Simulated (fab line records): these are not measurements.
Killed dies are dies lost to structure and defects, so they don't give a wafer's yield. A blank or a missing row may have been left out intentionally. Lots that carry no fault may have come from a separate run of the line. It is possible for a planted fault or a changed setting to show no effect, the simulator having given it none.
Split-lot experiment || flow n5 finfet || on a route of 1938 steps: 7 lots, 39 wafers read

## ABOUT THE SPLIT
At N5_SD_EPI_N_DEVELOP_08 (develop time 30 s), the setting develop time s was moved away from the recipe's 30 s on 15 of the 39 wafers read, by +24.4% to +59.9%. All remaining wafers had this setting at the recipe value.

Split to reading: the file shows no intervening step.

## THE READING
SD_EPI_N.cd nm (the simulator's own value, which no gauge read), in nm, at N5_SD_EPI_N_DESCUM_14 (chemistry O2, time 7.9 s). There is no usual value for it anywhere in the file. Here, 24 wafers ran the recipe; their average is 120.0 nm with a standard deviation of 0.68 nm.

{"wafer": "L077.1", "tool, chamber at the split": "litho track-02, 0", "develop time s as run, s": 30, "against the recipe": "recipe", "SD_EPI_N.cd nm, nm": 120, "against lot-mates on the recipe": "-"}
{"wafer": "L077.2", "tool, chamber at the split": "litho track-02, 0", "develop time s as run, s": 30, "against the recipe": "recipe", "SD_EPI_N.cd nm, nm": 119.8, "against lot-mates on the recipe": "-"}
{"wafer": "L077.4", "tool, chamber at the split": "litho track-02, 0", "develop time s as run, s": 30, "against the recipe": "recipe", "SD_EPI_N.cd nm, nm": 119.8, "against lot-mates on the recipe": "-"}
{"wafer": "L077.3", "tool, chamber at the split": "litho track-02, 0", "develop time s as run, s": 30, "against the recipe": "recipe", "SD_EPI_N.cd nm, nm": 119.6, "against lot-mates on the recipe": "-"}
{"wafer": "L077.5", "tool, chamber at the split": "litho track-02, 0", "develop time s as run, s": 30, "against the recipe": "recipe", "SD_EPI_N.cd nm, nm": 119.4, "against lot-mates on the recipe": "-"}
{"wafer": "L077.6", "tool, chamber at the split": "litho track-02, 0", "develop time s as run, s": 30, "against the recipe": "recipe", "SD_EPI_N.cd nm, nm": 121, "against lot-mates on the recipe": "-"}
{"wafer": "L078.1", "tool, chamber at the split": "litho track-02, 0", "develop time s as run, s": 30, "against the recipe": "recipe", "SD_EPI_N.cd nm, nm": 120.4, "against lot-mates on the recipe": "-"}
{"wafer": "L078.2", "tool, chamber at the split": "litho track-02, 0", "develop time s as run, s": 30, "against the recipe": "recipe", "SD_EPI_N.cd nm, nm": 119.4, "against lot-mates on the recipe": "-"}
{"wafer": "L078.3", "tool, chamber at the split": "litho track-02, 0", "develop time s as run, s": 47.23, "against the recipe": "+57.4%", "SD_EPI_N.cd nm, nm": 121.2, "against lot-mates on the recipe": "+1.3"}
{"wafer": "L078.4", "tool, chamber at the split": "litho track-02, 0", "develop time s as run, s": 47.23, "against the recipe": "+57.4%", "SD_EPI_N.cd nm, nm": 123.2, "against lot-mates on the recipe": "+3.3"}
{"wafer": "L078.5", "tool, chamber at the split": "litho track-02, 0", "develop time s as run, s": 47.23, "against the recipe": "+57.4%", "SD_EPI_N.cd nm, nm": 122.4, "against lot-mates on the recipe": "+2.5"}
{"wafer": "L078.6", "tool, chamber at the split": "litho track-02, 0", "develop time s as run, s": 30, "against the recipe": "recipe", "SD_EPI_N.cd nm, nm": 120, "against lot-mates on the recipe": "-"}
{"wafer": "L083.1", "tool, chamber at the split": "litho track-02, 0", "develop time s as run, s": 30, "against the recipe": "recipe", "SD_EPI_N.cd nm, nm": 120.2, "against lot-mates on the recipe": "-"}
{"wafer": "L083.2", "tool, chamber at the split": "litho track-02, 0", "develop time s as run, s": 40.52, "against the recipe": "+35.1%", "SD_EPI_N.cd nm, nm": 123, "against lot-mates on the recipe": "+2.5"}
{"wafer": "L083.3", "tool, chamber at the split": "litho track-02, 0", "develop time s as run, s": 30, "against the recipe": "recipe", "SD_EPI_N.cd nm, nm": 121, "against lot-mates on the recipe": "-"}
{"wafer": "L083.4", "tool, chamber at the split": "litho track-02, 0", "develop time s as run, s": 40.52, "against the recipe": "+35.1%", "SD_EPI_N.cd nm, nm": 122, "against lot-mates on the recipe": "+1.5"}
{"wafer": "L083.5", "tool, chamber at the split": "litho track-02, 0", "develop time s as run, s": 40.52, "against the recipe": "+35.1%", "SD_EPI_N.cd nm, nm": 122, "against lot-mates on the recipe": "+1.5"}
{"wafer": "L083.6", "tool, chamber at the split": "litho track-02, 0", "develop time s as run, s": 30, "against the recipe": "recipe", "SD_EPI_N.cd nm, nm": 120.4, "against lot-mates on the recipe": "-"}
{"wafer": "L084.1", "tool, chamber at the split": "litho track-01, 0", "develop time s as run, s": 38.8, "against the recipe": "+29.3%", "SD_EPI_N.cd nm, nm": 120.4, "against lot-mates on the recipe": "+1.3"}
{"wafer": "L084.2", "tool, chamber at the split": "litho track-01, 0", "develop time s as run, s": 30, "against the recipe": "recipe", "SD_EPI_N.cd nm, nm": 119.4, "against lot-mates on the recipe": "-"}
{"wafer": "L084.3", "tool, chamber at the split": "litho track-01, 0", "develop time s as run, s": 30, "against the recipe": "recipe", "SD_EPI_N.cd nm, nm": 118.2, "against lot-mates on the recipe": "-"}
{"wafer": "L084.4", "tool, chamber at the split": "litho track-01, 0", "develop time s as run, s": 30, "against the recipe": "recipe", "SD_EPI_N.cd nm, nm": 119.6, "against lot-mates on the recipe": "-"}
{"wafer": "L084.5", "tool, chamber at the split": "litho track-01, 0", "develop time s as run, s": 38.8, "against the recipe": "+29.3%", "SD_EPI_N.cd nm, nm": 120.2, "against lot-mates on the recipe": "+1.1"}
{"wafer": "L084.6", "tool, chamber at the split": "litho track-01, 0", "develop time s as run, s": 38.8, "against the recipe": "+29.3%", "SD_EPI_N.cd nm, nm": 119.6, "against lot-mates on the recipe": "+0.5"}
{"wafer": "L085.1", "tool, chamber at the split": "litho track-04, 0", "develop time s as run, s": 47.98, "against the recipe": "+59.9%", "SD_EPI_N.cd nm, nm": 123.4, "against lot-mates on the recipe": "+2.9"}
{"wafer": "L085.6", "tool, chamber at the split": "litho track-04, 0", "develop time s as run, s": 47.98, "against the recipe": "+59.9%", "SD_EPI_N.cd nm, nm": 123.4, "against lot-mates on the recipe": "+2.9"}
{"wafer": "L085.2", "tool, chamber at the split": "litho track-04, 0", "develop time s as run, s": 30, "against the recipe": "recipe", "SD_EPI_N.cd nm, nm": 119.8, "against lot-mates on the recipe": "-"}
{"wafer": "L085.3", "tool, chamber at the split": "litho track-04, 0", "develop time s as run, s": 30, "against the recipe": "recipe", "SD_EPI_N.cd nm, nm": 120.6, "against lot-mates on the recipe": "-"}
{"wafer": "L085.4", "tool, chamber at the split": "litho track-04, 0", "develop time s as run, s": 30, "against the recipe": "recipe", "SD_EPI_N.cd nm, nm": 121.2, "against lot-mates on the recipe": "-"}
{"wafer": "L085.5", "tool, chamber at the split": "litho track-04, 0", "develop time s as run, s": 47.98, "against the recipe": "+59.9%", "SD_EPI_N.cd nm, nm": 122.4, "against lot-mates on the recipe": "+1.9"}
{"wafer": "L089.2", "tool, chamber at the split": "litho track-01, 0", "develop time s as run, s": 30, "against the recipe": "recipe", "SD_EPI_N.cd nm, nm": 119.2, "against lot-mates on the recipe": "-"}
{"wafer": "L089.3", "tool, chamber at the split": "litho track-01, 0", "develop time s as run, s": 30, "against the recipe": "recipe", "SD_EPI_N.cd nm, nm": 119.2, "against lot-mates on the recipe": "-"}
{"wafer": "L089.4", "tool, chamber at the split": "litho track-01, 0", "develop time s as run, s": 30, "against the recipe": "recipe", "SD_EPI_N.cd nm, nm": 119.8, "against lot-mates on the recipe": "-"}
{"wafer": "L090.1", "tool, chamber at the split": "litho track-02, 0", "develop time s as run, s": 37.32, "against the recipe": "+24.4%", "SD_EPI_N.cd nm, nm": 122.2, "against lot-mates on the recipe": "+1.9"}
{"wafer": "L090.2", "tool, chamber at the split": "litho track-02, 0", "develop time s as run, s": 30, "against the recipe": "recipe", "SD_EPI_N.cd nm, nm": 120.6, "against lot-mates on the recipe": "-"}
{"wafer": "L090.5", "tool, chamber at the split": "litho track-02, 0", "develop time s as run, s": 30, "against the recipe": "recipe", "SD_EPI_N.cd nm, nm": 120.6, "against lot-mates on the recipe": "-"}
{"wafer": "L090.3", "tool, chamber at the split": "litho track-02, 0", "develop time s as run, s": 37.32, "against the recipe": "+24.4%", "SD_EPI_N.cd nm, nm": 121.8, "against lot-mates on the recipe": "+1.5"}
{"wafer": "L090.4", "tool, chamber at the split": "litho track-02, 0", "develop time s as run, s": 37.32, "against the recipe": "+24.4%", "SD_EPI_N.cd nm, nm": 121.6, "against lot-mates on the recipe": "+1.3"}
{"wafer": "L090.6", "tool, chamber at the split": "litho track-02, 0", "develop time s as run, s": 30, "against the recipe": "recipe", "SD_EPI_N.cd nm, nm": 119.8, "against lot-mates on the recipe": "-"}

THE FIT
A straight line over all 39 wafers: SD_EPI_N.cd nm changes by +0.047 nm for each +1% of develop time s; r = +0.80; the points scatter about the line by 0.8 nm.
The same after taking each lot's own level away (the mean of its wafers on the recipe; 39 wafers): +0.0428 nm for each +1%; r = +0.88; scatter 0.53 nm.
That fit puts the effect of the largest move of develop time s on the reading at 2.6 nm.
Across the lots, their own levels run from 119.07 to 120.53 nm, a range of 2.2 times the standard deviation given above.
So the lot-to-lot level blurs the effect unless lot-mates are compared.
Check: with one of the wafers moved furthest among these (+59.9%) left out of the fit, the line predicts +2.55 nm for it against its lot-mates. Against them it came out at +2.87 nm.

## FURTHER SPLITS ON THESE WAFERS
These wafers also went through other splits before the reading. Each is held against what the fit with the lots' levels taken away leaves over:
{"other split on the same wafers": "N5_FIN_SAQP_DEVELOP_15 develop time s", "wafers away from the commonest value": 15, "r with SD_EPI_N.cd nm (lot level and that fit taken away)": "+0.18"}

## FILE'S OWN FIT
SD_EPI_N.cd nm changes by +0.0434 nm for each +1% of develop time s, r = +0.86.
